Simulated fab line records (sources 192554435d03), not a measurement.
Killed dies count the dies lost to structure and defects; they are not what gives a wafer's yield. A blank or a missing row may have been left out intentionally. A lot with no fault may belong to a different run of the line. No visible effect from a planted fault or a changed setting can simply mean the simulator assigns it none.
Which of the tools did it? | flow n5-finfet | 42 wafers from 14 lots sampled at 4 of the route's 1938 steps

## WHAT THE GAUGES READ, wafer by wafer
No reading from a measuring or inspecting step in the record can be judged against a usual standard deviation.

## EACH LOT AND THE TOOL THAT RAN IT (in order: tool; ch and the chambers of the sampled wafers; start)
lot  | N5_BEOL_M9_PEB_09                 | N5_BEOL_M9_ETCH_61                 | N5_BEOL_M9_HM_OPEN_17             | N5_BEOL_M9_STRIP_19
L242 | litho-track-04 ch 0, day 9 07:06  | rie-diel-01 ch 2,3, day 9 07:17    | rie-metal-01 ch 1, day 9 07:32    | rie-diel-01 ch 0,1,3, day 9 07:38
L243 | litho-track-03 ch 0, day 10 01:31 | rie-diel-01 ch 0,1, day 10 01:53   | rie-metal-01 ch 0,1, day 10 02:07 | rie-diel-03 ch 1,2,3, day 10 02:14
L245 | litho-track-04 ch 0, day 10 09:51 | rie-diel-02 ch 1,2,3, day 10 10:02 | rie-metal-02 ch 1, day 10 10:17   | rie-diel-01 ch 1,2,3, day 10 10:29
L246 | litho-track-04 ch 0, day 10 12:14 | rie-diel-02 ch 1,2,3, day 10 12:31 | rie-metal-03 ch 0,1, day 10 12:44 | rie-diel-01 ch 1,2,3, day 10 12:52
L247 | litho-track-04 ch 0, day 11 00:25 | rie-diel-02 ch 0,1,2, day 11 01:11 | rie-metal-01 ch 1, day 11 01:25   | rie-diel-02 ch 1,2, day 11 01:39
L248 | litho-track-01 ch 0, day 11 07:22 | rie-diel-01 ch 1,3, day 11 07:33   | rie-metal-02 ch 0,1, day 11 07:47 | rie-diel-03 ch 1,3, day 11 07:54
L251 | litho-track-03 ch 0, day 11 19:40 | rie-diel-03 ch 0,1,3, day 11 19:53 | rie-metal-02 ch 0,1, day 11 20:08 | rie-diel-01 ch 1,3, day 11 20:14
L258 | litho-track-03 ch 0, day 14 06:24 | rie-diel-03 ch 0,2,3, day 14 06:36 | rie-metal-03 ch 0,1, day 14 06:50 | rie-diel-02 ch 0,1, day 14 06:56
L260 | litho-track-01, day 14 13:00      | rie-diel-03 ch 1,2, day 14 13:11   | rie-metal-01 ch 0, day 14 13:26   | rie-diel-02 ch 0,1, day 14 13:38
L259 | litho-track-01, day 15 01:31      | rie-diel-02 ch 0,1,2, day 15 01:47 | rie-metal-02 ch 0,1, day 15 02:01 | rie-diel-03 ch 0,1,3, day 15 02:08
L261 | litho-track-04 ch 0, day 15 06:28 | rie-diel-02 ch 0,2,3, day 15 06:40 | rie-metal-03 ch 0,1, day 15 06:54 | rie-diel-01 ch 0,2,3, day 15 07:01
L262 | litho-track-03 ch 0, day 15 18:02 | rie-diel-03 ch 2,3, day 15 18:13   | rie-metal-03 ch 0,1, day 15 18:29 | rie-diel-03 ch 1,2,3, day 15 18:34
L263 | litho-track-03 ch 0, day 15 23:05 | rie-diel-01 ch 0,2, day 15 23:32   | rie-metal-02 ch 0, day 15 23:46   | rie-diel-03 ch 0,2, day 15 23:58
L264 | litho-track-01 ch 0, day 16 15:26 | rie-diel-03 ch 1,2, day 16 15:38   | rie-metal-03 ch 0,1, day 16 15:52 | rie-diel-03 ch 0,1,2, day 16 15:59
- N5_BEOL_M9_PEB_09: peb time 60 s.
- N5_BEOL_M9_ETCH_61: etches SiARC in CF4, target depth 39 nm, time 65 s.
- N5_BEOL_M9_HM_OPEN_17: chemistry Cl2/BCl3, target TiN, target depth 20 nm, overetch 6 nm.
- N5_BEOL_M9_STRIP_19: strips in O2.

## WHAT THE TOOLS THEMSELVES READ (means of the sampled wafers that have a number; where no wafer has one, the mark that the record gives instead)
N5_BEOL_M9_PEB_09.
lot  | tool           | chill-plate-temp-C (C) | exhaust-pa (Pa)
L242 | litho-track-04 | 23.02                  | 45.2
L243 | litho-track-03 | 22.99                  | 43.3
L245 | litho-track-04 | 22.99                  | 44.7
L246 | litho-track-04 | 23.11                  | 45.0
L247 | litho-track-04 | 23.03                  | 45.7
L248 | litho-track-01 | 22.96                  | 44.9
L251 | litho-track-03 | 23.05                  | 45.8
L258 | litho-track-03 | 22.93                  | 45.5
L260 | litho-track-01 | -                      | -
L259 | litho-track-01 | -                      | -
L261 | litho-track-04 | 23.01                  | 45.0
L262 | litho-track-03 | 22.93                  | 44.4
L263 | litho-track-03 | 22.85                  | 44.6
L264 | litho-track-01 | 23.03                  | 44.1

N5_BEOL_M9_ETCH_61.
lot  | tool        | drypump-motor-current-A (A) | etch-rf-on-time-s (s) | oes-product-au (a.u.) | rf-vpp-V (V) | showerhead-plenum-p-Torr (Torr) | throttle-valve-pct (%)
L242 | rie-diel-01 | 6.0                         | 64.2                  | 0.61                  | 184.2        | 2.14                            | 16.01
L243 | rie-diel-01 | 6.2                         | 64.1                  | 0.64                  | 184.4        | 2.09                            | 15.45
L245 | rie-diel-02 | 5.8                         | 65.0                  | 0.65                  | 183.5        | 2.13                            | 15.51
L246 | rie-diel-02 | 5.8                         | 64.9                  | 0.65                  | 183.7        | 2.13                            | 15.52
L247 | rie-diel-02 | 5.7                         | 65.5                  | 0.64                  | 182.6        | 2.08                            | 15.61
L248 | rie-diel-01 | 6.6                         | 65.1                  | 0.60                  | 184.7        | 2.15                            | 15.75
L251 | rie-diel-03 | 5.5                         | 63.3                  | 0.61                  | 184.3        | 2.11                            | 15.93
L258 | rie-diel-03 | 5.3                         | 62.7                  | 0.76                  | 185.3        | 2.16                            | 15.64
L260 | rie-diel-03 | 5.4                         | 62.5                  | 0.76                  | 184.3        | 2.14                            | 15.59
L259 | rie-diel-02 | 5.7                         | 65.9                  | 0.69                  | 184.2        | 2.16                            | 15.48
L261 | rie-diel-02 | 5.5                         | 66.8                  | 0.72                  | 184.4        | 2.20                            | 15.39
L262 | rie-diel-03 | 5.2                         | 63.0                  | 0.74                  | 184.4        | 2.15                            | 15.58
L263 | rie-diel-01 | 5.6                         | 64.5                  | 0.73                  | 184.4        | 2.14                            | 15.51
L264 | rie-diel-03 | 5.4                         | 62.9                  | 0.73                  | 184.3        | 2.13                            | 15.63

N5_BEOL_M9_HM_OPEN_17.
lot  | tool         | drypump-motor-current-A (A) | oes-product-au (a.u.) | throttle-valve-pct (%)
L242 | rie-metal-01 | 5.60                        | 0.76                  | 21.90
L243 | rie-metal-01 | 5.67                        | 0.72                  | 21.95
L245 | rie-metal-02 | 5.30                        | 0.71                  | 22.35
L246 | rie-metal-03 | 5.32                        | 0.63                  | 22.22
L247 | rie-metal-01 | 5.57                        | 0.74                  | 21.90
L248 | rie-metal-02 | 5.39                        | 0.75                  | 22.26
L251 | rie-metal-02 | 5.37                        | 0.72                  | 22.28
L258 | rie-metal-03 | 5.32                        | 0.63                  | 22.21
L260 | rie-metal-01 | 5.89                        | 0.62                  | 22.08
L259 | rie-metal-02 | 5.36                        | 0.71                  | 22.30
L261 | rie-metal-03 | 5.41                        | 0.77                  | 22.06
L262 | rie-metal-03 | 5.30                        | 0.71                  | 22.08
L263 | rie-metal-02 | 5.47                        | 0.73                  | 22.17
L264 | rie-metal-03 | 5.38                        | 0.76                  | 22.05

N5_BEOL_M9_STRIP_19.
lot  | tool        | drypump-motor-current-A (A) | oes-product-au (a.u.) | rf-vpp-V (V) | showerhead-plenum-p-Torr (Torr) | throttle-valve-pct (%)
L242 | rie-diel-01 | 6.2                         | 0.77                  | 4.4          | 2.10                            | 16.56
L243 | rie-diel-03 | 5.3                         | 0.72                  | 4.4          | 2.08                            | 16.96
L245 | rie-diel-01 | 6.3                         | 0.69                  | 3.4          | 2.08                            | 16.90
L246 | rie-diel-01 | 6.3                         | 0.70                  | 3.1          | 2.08                            | 16.90
L247 | rie-diel-02 | 6.0                         | 0.71                  | 3.2          | 2.04                            | 16.65
L248 | rie-diel-03 | 5.3                         | 0.72                  | 3.6          | 2.05                            | 16.98
L251 | rie-diel-01 | 6.6                         | 0.68                  | 4.1          | 2.04                            | 16.64
L258 | rie-diel-02 | 5.9                         | 0.73                  | 3.5          | 2.05                            | 16.66
L260 | rie-diel-02 | 5.9                         | 0.73                  | 3.9          | 2.05                            | 16.66
L259 | rie-diel-03 | 5.5                         | 0.79                  | 3.4          | 2.07                            | 16.90
L261 | rie-diel-01 | 5.9                         | 0.82                  | 4.1          | 2.12                            | 16.77
L262 | rie-diel-03 | 5.4                         | 0.78                  | 4.0          | 2.06                            | 16.86
L263 | rie-diel-03 | 5.5                         | 0.94                  | 3.3          | 2.13                            | 16.59
L264 | rie-diel-03 | 5.6                         | 0.86                  | 3.7          | 2.09                            | 16.76

## THE ANSWER, worked out from the rows above alone
Rule: the usual values come from the lots themselves. The widest of any qualifying gaps counts: lots, ordered by their means at a reading, are off when they make up no more than a third of the lots, leave a main group of 4 or more, and stand apart from it by 3 or more times the standard deviation of that group's means. A main group whose means are all the same, to the digits that the tables above print for the reading, isn't used. Also off: a lot with no number at a reading for which 4 or more lots have one. All remaining lots with rows at the step are treated as sound. After the gauges, taken in route order, come the tools' own readings; for these a lot's mean is taken, as printed above. At the first step where some lot is off, the reading lying furthest off is the one used; lots without a number count as furthest.
Off, at N5_BEOL_M9_PEB_09 on chill-plate-temp-C: L260, L259. Without a number there: L260, L259. Main group: mean 22.99 C, sd 0.065.
A tool fits if, at that step or a process step before it, it ran every lot that is off, and no sound lot after the first of them. Not one of the candidates tried fits.

## WHAT HAD BEEN PUT IN BY THE SIMULATOR
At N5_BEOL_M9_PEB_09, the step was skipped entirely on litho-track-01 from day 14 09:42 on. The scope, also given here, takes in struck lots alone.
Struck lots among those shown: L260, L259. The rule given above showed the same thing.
